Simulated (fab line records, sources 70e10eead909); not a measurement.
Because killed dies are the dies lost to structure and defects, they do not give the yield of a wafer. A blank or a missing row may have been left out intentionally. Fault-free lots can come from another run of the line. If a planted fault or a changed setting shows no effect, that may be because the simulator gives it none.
Which of the tools did it? || flow nand_harc || Sampling: 14 lots, 42 wafers, 5 of 1159 route steps

## WHAT EACH GAUGE READ, for each wafer
NHARC_P_BONDPAD_THK_MEAS_20: measures by xrf.
{"lot": "L210", "measured": "day 6 18:53", "on": "film_metro-02", "thk_nm (nm)": "159.2 160.0 160.7"}
{"lot": "L212", "measured": "day 6 21:29", "on": "film_metro-02", "thk_nm (nm)": "159.1 158.4 160.1"}
{"lot": "L213", "measured": "day 7 10:20", "on": "film_metro-01", "thk_nm (nm)": "160.6 158.3 160.9"}
{"lot": "L214", "measured": "day 7 11:08", "on": "film_metro-02", "thk_nm (nm)": "162.1 160.2 159.9"}
{"lot": "L215", "measured": "day 7 11:23", "on": "film_metro-02", "thk_nm (nm)": "161.6 159.6 160.3"}
{"lot": "L218", "measured": "day 8 08:04", "on": "film_metro-01", "thk_nm (nm)": "163.5 159.9 159.2"}
{"lot": "L220", "measured": "day 8 21:46", "on": "film_metro-02", "thk_nm (nm)": "161.4 158.5 160.0"}
{"lot": "L223", "measured": "day 9 14:40", "on": "film_metro-01", "thk_nm (nm)": "159.8 160.2 159.1"}
{"lot": "L221", "measured": "day 9 15:30", "on": "film_metro-01", "thk_nm (nm)": "163.1 160.0 160.6"}
{"lot": "L224", "measured": "day 9 18:27", "on": "film_metro-01", "thk_nm (nm)": "161.6 158.5 161.8"}
{"lot": "L227", "measured": "day 10 19:40", "on": "film_metro-01", "thk_nm (nm)": "160.8 160.6 163.4"}
{"lot": "L228", "measured": "day 11 02:31", "on": "film_metro-02", "thk_nm (nm)": "159.6 159.8 163.0"}
{"lot": "L230", "measured": "day 11 03:13", "on": "film_metro-02", "thk_nm (nm)": "160.3 161.6 158.1"}
{"lot": "L233", "measured": "day 12 04:52", "on": "film_metro-02", "thk_nm (nm)": "161.5 160.3 161.6"}

NHARC_A_ONON_D1_THK_MEAS_21: measures by ellipsometry.
{"lot": "L210", "measured": "day 8 05:49", "on": "film_metro-02", "thk_nm (nm)": "1007 1007 1005"}
{"lot": "L212", "measured": "day 8 05:49", "on": "film_metro-01", "thk_nm (nm)": "989 990 990"}
{"lot": "L213", "measured": "day 8 20:20", "on": "film_metro-01", "thk_nm (nm)": "1010 1009 1012"}
{"lot": "L214", "measured": "day 8 20:19", "on": "film_metro-02", "thk_nm (nm)": "1005 1006 1006"}
{"lot": "L215", "measured": "day 8 20:19", "on": "film_metro-02", "thk_nm (nm)": "1009 1009 1010"}
{"lot": "L218", "measured": "day 9 14:48", "on": "film_metro-01", "thk_nm (nm)": "986 987 987"}
{"lot": "L220", "measured": "day 10 08:28", "on": "film_metro-01", "thk_nm (nm)": "995 995 994"}
{"lot": "L223", "measured": "day 11 07:07", "on": "film_metro-02", "thk_nm (nm)": "1009 1007 1008"}
{"lot": "L221", "measured": "day 11 07:06", "on": "film_metro-01", "thk_nm (nm)": "1002 1003 1003"}
{"lot": "L224", "measured": "day 11 07:28", "on": "film_metro-02", "thk_nm (nm)": "1003 1001 1003"}
{"lot": "L227", "measured": "day 12 04:19", "on": "film_metro-01", "thk_nm (nm)": "1002 1001 1002"}
{"lot": "L228", "measured": "day 12 13:06", "on": "film_metro-02", "thk_nm (nm)": "1047 1046 1048"}
{"lot": "L230", "measured": "day 12 13:05", "on": "film_metro-02", "thk_nm (nm)": "980 979 979"}
{"lot": "L233", "measured": "day 13 15:02", "on": "film_metro-02", "thk_nm (nm)": "1031 1030 1031"}

## TOOL THAT RAN EACH LOT (tool first, then ch and the chambers of the sampled wafers, then the start)
{"lot": "L210", "NHARC_P_BONDPAD_CMP_19": "cmp-02 ch 1,2, day 6 18:36", "NHARC_A_ZERO_WELL_ETCH_19": "rie_diel-07 ch 0,1,2, day 6 20:32", "NHARC_A_ONON_D1_DEP_19": "pecvd_onon-04 ch 0, day 8 05:19"}
{"lot": "L212", "NHARC_P_BONDPAD_CMP_19": "cmp-02 ch 0,1,3, day 6 21:10", "NHARC_A_ZERO_WELL_ETCH_19": "rie_diel-08 ch 0,1,2, day 6 23:17", "NHARC_A_ONON_D1_DEP_19": "pecvd_onon-03 ch 0, day 8 05:19"}
{"lot": "L213", "NHARC_P_BONDPAD_CMP_19": "cmp-02 ch 0,2,3, day 7 10:04", "NHARC_A_ZERO_WELL_ETCH_19": "rie_diel-08 ch 1,2,3, day 7 12:07", "NHARC_A_ONON_D1_DEP_19": "pecvd_onon-04 ch 0, day 8 19:53"}
{"lot": "L214", "NHARC_P_BONDPAD_CMP_19": "cmp-02 ch 1,2, day 7 10:49", "NHARC_A_ZERO_WELL_ETCH_19": "rie_diel-01 ch 2,3, day 7 12:55", "NHARC_A_ONON_D1_DEP_19": "pecvd_onon-03 ch 0, day 8 19:56"}
{"lot": "L215", "NHARC_P_BONDPAD_CMP_19": "cmp-04 ch 0,1, day 7 11:04", "NHARC_A_ZERO_WELL_ETCH_19": "rie_diel-08 ch 1,2,3, day 7 13:02", "NHARC_A_ONON_D1_DEP_19": "pecvd_onon-02 ch 0, day 8 19:52"}
{"lot": "L218", "NHARC_P_BONDPAD_CMP_19": "cmp-04 ch 0,1,3, day 8 07:46", "NHARC_A_ZERO_WELL_ETCH_19": "rie_diel-07 ch 0,1, day 8 09:52", "NHARC_A_ONON_D1_DEP_19": "pecvd_onon-03 ch 0, day 9 14:24"}
{"lot": "L220", "NHARC_P_BONDPAD_CMP_19": "cmp-02 ch 0,2, day 8 21:26", "NHARC_A_ZERO_WELL_ETCH_19": "rie_diel-01 ch 1,3, day 8 23:23", "NHARC_A_ONON_D1_DEP_19": "pecvd_onon-03 ch 0, day 10 07:56"}
{"lot": "L223", "NHARC_P_BONDPAD_CMP_19": "cmp-02 ch 0,2,3, day 9 14:20", "NHARC_A_ZERO_WELL_ETCH_19": "rie_diel-07 ch 1,2,3, day 9 16:17", "NHARC_A_ONON_D1_DEP_19": "pecvd_onon-02 ch 0, day 11 06:40"}
{"lot": "L221", "NHARC_P_BONDPAD_CMP_19": "cmp-03 ch 1,2, day 9 15:13", "NHARC_A_ZERO_WELL_ETCH_19": "rie_diel-01 ch 0,2, day 9 17:08", "NHARC_A_ONON_D1_DEP_19": "pecvd_onon-03 ch 0, day 11 06:39"}
{"lot": "L224", "NHARC_P_BONDPAD_CMP_19": "cmp-04 ch 1,2,3, day 9 18:11", "NHARC_A_ZERO_WELL_ETCH_19": "rie_diel-08 ch 0,2,3, day 9 20:13", "NHARC_A_ONON_D1_DEP_19": "pecvd_onon-02 ch 0, day 11 06:58"}
{"lot": "L227", "NHARC_P_BONDPAD_CMP_19": "cmp-04 ch 1,2,3, day 10 19:20", "NHARC_A_ZERO_WELL_ETCH_19": "rie_diel-08 ch 0,1,3, day 10 21:19", "NHARC_A_ONON_D1_DEP_19": "pecvd_onon-04 ch 0, day 12 03:51"}
{"lot": "L228", "NHARC_P_BONDPAD_CMP_19": "cmp-04 ch 1,2,3, day 11 02:12", "NHARC_A_ZERO_WELL_ETCH_19": "rie_diel-07 ch 1,2,3, day 11 04:17", "NHARC_A_ONON_D1_DEP_19": "pecvd_onon-03 ch 0, day 12 12:35"}
{"lot": "L230", "NHARC_P_BONDPAD_CMP_19": "cmp-02 ch 1,2, day 11 02:53", "NHARC_A_ZERO_WELL_ETCH_19": "rie_diel-07 ch 0,1,2, day 11 05:00", "NHARC_A_ONON_D1_DEP_19": "pecvd_onon-02 ch 0, day 12 12:34"}
{"lot": "L233", "NHARC_P_BONDPAD_CMP_19": "cmp-03 ch 0,3, day 12 04:33", "NHARC_A_ZERO_WELL_ETCH_19": "rie_diel-08 ch 0,1,2, day 12 06:40", "NHARC_A_ONON_D1_DEP_19": "pecvd_onon-03 ch 0, day 13 14:35"}
- NHARC_P_BONDPAD_CMP_19: polishes, t overpolish 30 s, cu recess touch 16 s, target thk 160.81 nm.
- NHARC_A_ZERO_WELL_ETCH_19: etches the open film in N2/H2, target depth 80 nm, overetch 24 nm, time 87.88 s.
- NHARC_A_ONON_D1_DEP_19: target thk 1000 nm.

## AS READ BY THE TOOLS THEMSELVES (means over the sampled wafers that have a number; for cases with no such wafer, the mark the record gives instead)
NHARC_P_BONDPAD_CMP_19.
{"lot": "L210", "tool": "cmp-02", "motor_current_A (A)": 12.2, "overpolish_run_s (s)": 29.996, "retaining_ring_pressure_frac": 0.996}
{"lot": "L212", "tool": "cmp-02", "motor_current_A (A)": 12.0, "overpolish_run_s (s)": 29.998, "retaining_ring_pressure_frac": 0.998}
{"lot": "L213", "tool": "cmp-02", "motor_current_A (A)": 12.5, "overpolish_run_s (s)": 30.000, "retaining_ring_pressure_frac": 0.997}
{"lot": "L214", "tool": "cmp-02", "motor_current_A (A)": 11.8, "overpolish_run_s (s)": 29.994, "retaining_ring_pressure_frac": 1.000}
{"lot": "L215", "tool": "cmp-04", "motor_current_A (A)": 12.4, "overpolish_run_s (s)": 29.995, "retaining_ring_pressure_frac": 0.998}
{"lot": "L218", "tool": "cmp-04", "motor_current_A (A)": 12.2, "overpolish_run_s (s)": 30.003, "retaining_ring_pressure_frac": 1.000}
{"lot": "L220", "tool": "cmp-02", "motor_current_A (A)": 12.4, "overpolish_run_s (s)": 30.009, "retaining_ring_pressure_frac": 0.998}
{"lot": "L223", "tool": "cmp-02", "motor_current_A (A)": 12.7, "overpolish_run_s (s)": 29.997, "retaining_ring_pressure_frac": 1.000}
{"lot": "L221", "tool": "cmp-03", "motor_current_A (A)": 11.9, "overpolish_run_s (s)": 29.994, "retaining_ring_pressure_frac": 0.999}
{"lot": "L224", "tool": "cmp-04", "motor_current_A (A)": 12.1, "overpolish_run_s (s)": 29.995, "retaining_ring_pressure_frac": 0.998}
{"lot": "L227", "tool": "cmp-04", "motor_current_A (A)": 11.8, "overpolish_run_s (s)": 29.998, "retaining_ring_pressure_frac": 0.998}
{"lot": "L228", "tool": "cmp-04", "motor_current_A (A)": 11.5, "overpolish_run_s (s)": 30.003, "retaining_ring_pressure_frac": 1.003}
{"lot": "L230", "tool": "cmp-02", "motor_current_A (A)": 11.3, "overpolish_run_s (s)": 30.000, "retaining_ring_pressure_frac": 1.002}
{"lot": "L233", "tool": "cmp-03", "motor_current_A (A)": 12.9, "overpolish_run_s (s)": 29.992, "retaining_ring_pressure_frac": 1.000}

NHARC_A_ZERO_WELL_ETCH_19.
{"lot": "L210", "tool": "rie_diel-07", "drypump_motor_current_A (A)": 5.4, "h2_flow_sccm (sccm)": 149.8, "oes_product_au (a.u.)": 1.002, "rf_vpp_V (V)": 430.7, "showerhead_plenum_p_Torr (Torr)": 2.04, "throttle_valve_pct (%)": 14.176}
{"lot": "L212", "tool": "rie_diel-08", "drypump_motor_current_A (A)": 5.3, "h2_flow_sccm (sccm)": 150.4, "oes_product_au (a.u.)": 0.991, "rf_vpp_V (V)": 432.3, "showerhead_plenum_p_Torr (Torr)": 2.10, "throttle_valve_pct (%)": 14.170}
{"lot": "L213", "tool": "rie_diel-08", "drypump_motor_current_A (A)": 5.1, "h2_flow_sccm (sccm)": 150.1, "oes_product_au (a.u.)": 1.000, "rf_vpp_V (V)": 430.7, "showerhead_plenum_p_Torr (Torr)": 2.05, "throttle_valve_pct (%)": 14.168}
{"lot": "L214", "tool": "rie_diel-01", "drypump_motor_current_A (A)": 5.7, "h2_flow_sccm (sccm)": 149.9, "oes_product_au (a.u.)": 1.009, "rf_vpp_V (V)": 433.7, "showerhead_plenum_p_Torr (Torr)": 2.15, "throttle_valve_pct (%)": 14.169}
{"lot": "L215", "tool": "rie_diel-08", "drypump_motor_current_A (A)": 5.1, "h2_flow_sccm (sccm)": 150.2, "oes_product_au (a.u.)": 0.990, "rf_vpp_V (V)": 430.9, "showerhead_plenum_p_Torr (Torr)": 2.05, "throttle_valve_pct (%)": 14.185}
{"lot": "L218", "tool": "rie_diel-07", "drypump_motor_current_A (A)": 5.4, "h2_flow_sccm (sccm)": 149.4, "oes_product_au (a.u.)": 1.001, "rf_vpp_V (V)": 429.2, "showerhead_plenum_p_Torr (Torr)": 2.00, "throttle_valve_pct (%)": 14.169}
{"lot": "L220", "tool": "rie_diel-01", "drypump_motor_current_A (A)": 6.1, "h2_flow_sccm (sccm)": 149.5, "oes_product_au (a.u.)": 1.005, "rf_vpp_V (V)": 431.9, "showerhead_plenum_p_Torr (Torr)": 2.08, "throttle_valve_pct (%)": 14.169}
{"lot": "L223", "tool": "rie_diel-07", "drypump_motor_current_A (A)": 5.3, "h2_flow_sccm (sccm)": 150.2, "oes_product_au (a.u.)": 1.020, "rf_vpp_V (V)": 430.4, "showerhead_plenum_p_Torr (Torr)": 2.04, "throttle_valve_pct (%)": 14.168}
{"lot": "L221", "tool": "rie_diel-01", "drypump_motor_current_A (A)": 5.5, "h2_flow_sccm (sccm)": 150.6, "oes_product_au (a.u.)": 1.010, "rf_vpp_V (V)": 433.4, "showerhead_plenum_p_Torr (Torr)": 2.11, "throttle_valve_pct (%)": 14.173}
{"lot": "L224", "tool": "rie_diel-08", "drypump_motor_current_A (A)": 5.3, "h2_flow_sccm (sccm)": 150.3, "oes_product_au (a.u.)": 1.002, "rf_vpp_V (V)": 430.7, "showerhead_plenum_p_Torr (Torr)": 2.04, "throttle_valve_pct (%)": 14.168}
{"lot": "L227", "tool": "rie_diel-08", "drypump_motor_current_A (A)": 5.4, "h2_flow_sccm (sccm)": 149.4, "oes_product_au (a.u.)": 0.996, "rf_vpp_V (V)": 430.4, "showerhead_plenum_p_Torr (Torr)": 2.03, "throttle_valve_pct (%)": 14.167}
{"lot": "L228", "tool": "rie_diel-07", "drypump_motor_current_A (A)": 5.3, "h2_flow_sccm (sccm)": 150.1, "oes_product_au (a.u.)": 0.993, "rf_vpp_V (V)": 430.8, "showerhead_plenum_p_Torr (Torr)": 2.04, "throttle_valve_pct (%)": 14.163}
{"lot": "L230", "tool": "rie_diel-07", "drypump_motor_current_A (A)": 5.4, "h2_flow_sccm (sccm)": 150.0, "oes_product_au (a.u.)": 0.998, "rf_vpp_V (V)": 431.2, "showerhead_plenum_p_Torr (Torr)": 2.04, "throttle_valve_pct (%)": 14.175}
{"lot": "L233", "tool": "rie_diel-08", "drypump_motor_current_A (A)": 5.4, "h2_flow_sccm (sccm)": 150.4, "oes_product_au (a.u.)": 0.992, "rf_vpp_V (V)": 431.8, "showerhead_plenum_p_Torr (Torr)": 2.10, "throttle_valve_pct (%)": 14.167}

## THE ANSWER, worked out from the rows above alone
Rule: the lots themselves supply what counts as usual. Put in order of their means at a reading, lots are off if they are a third of the lots or fewer, leave a main group of 4 or more, and stand apart from it by a gap of 3 or more times the standard deviation of the main group's means; of several such gaps the widest counts. A main group is skipped when, at the precision printed for the reading in the tables above, its means are all equal. Also off: a lot with no number at a reading for which 4 or more lots have one. All remaining lots with rows at the step are treated as sound. The gauges are gone through in route order, then the tools' own readings, and for those a lot's mean is taken as printed above. The first step at which some lot is off is used, and at that step the reading that is off furthest; a lot without a number counts as furthest.
None of the lots is off at any reading shown; this tells nothing.

## WHAT THE SIMULATOR HAD PUT IN
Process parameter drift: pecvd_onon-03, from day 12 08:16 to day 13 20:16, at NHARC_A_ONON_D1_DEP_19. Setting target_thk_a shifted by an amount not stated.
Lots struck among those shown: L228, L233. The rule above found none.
